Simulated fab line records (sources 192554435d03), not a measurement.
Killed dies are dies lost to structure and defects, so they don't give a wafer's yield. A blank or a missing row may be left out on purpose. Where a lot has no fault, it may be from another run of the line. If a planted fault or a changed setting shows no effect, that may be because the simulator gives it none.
The tool behind it: which one? + flow n5-finfet + at 1 step of a route of 1938, 11 lots with 33 wafers sampled

## WHAT EACH GAUGE READ, for each wafer
N5_BEOL_M14_THK_MEAS_01.
| lot  | measured     | on            | M14_ILD_THK (nm) |
|------|--------------|---------------|------------------|
| L409 | day 11 02:59 | film-metro-01 | 1127 1134 1134   |
| L410 | day 11 07:06 | film-metro-02 | 1104 1119 1124   |
| L415 | day 12 21:17 | film-metro-02 | 1112 1110 1123   |
| L414 | day 12 22:11 | film-metro-01 | 1093 1107 1115   |
| L418 | day 13 06:52 | film-metro-02 | 1095 1105 1137   |
| L419 | day 13 12:41 | film-metro-02 | 1118 1117 1110   |
| L420 | day 14 10:47 | film-metro-02 | 1101 1093 1124   |
| L422 | day 14 15:05 | film-metro-02 | 1124 1112 1145   |
| L425 | day 15 08:48 | film-metro-01 | 1121 1090 1117   |
| L427 | day 15 16:01 | film-metro-02 | 1124 1133 1146   |
| L432 | day 17 04:44 | film-metro-02 | 1097 1123 1134   |

## WHAT TOOL EACH LOT RAN ON (gives the tool, then ch and the chambers of the sampled wafers, and finally the start)
There is no process step in the record ahead of these readings.

## THE ANSWER, worked out from the rows above alone
Rule: what is usual is taken from the lots themselves. The widest of any qualifying gaps counts: lots, ordered by their means at a reading, are off when they make up no more than a third of the lots, leave a main group of 4 or more, and stand apart from it by 3 or more times the standard deviation of that group's means. If all means in a main group match to the digits the tables above print for the reading, that group is not used. A lot without any number at a reading at which 4 lots or more have one is off too. All remaining lots with rows at the step are treated as sound.
No lot is off at any reading shown: from this, nothing can be told.

## WHAT THE SIMULATOR HAD PUT IN
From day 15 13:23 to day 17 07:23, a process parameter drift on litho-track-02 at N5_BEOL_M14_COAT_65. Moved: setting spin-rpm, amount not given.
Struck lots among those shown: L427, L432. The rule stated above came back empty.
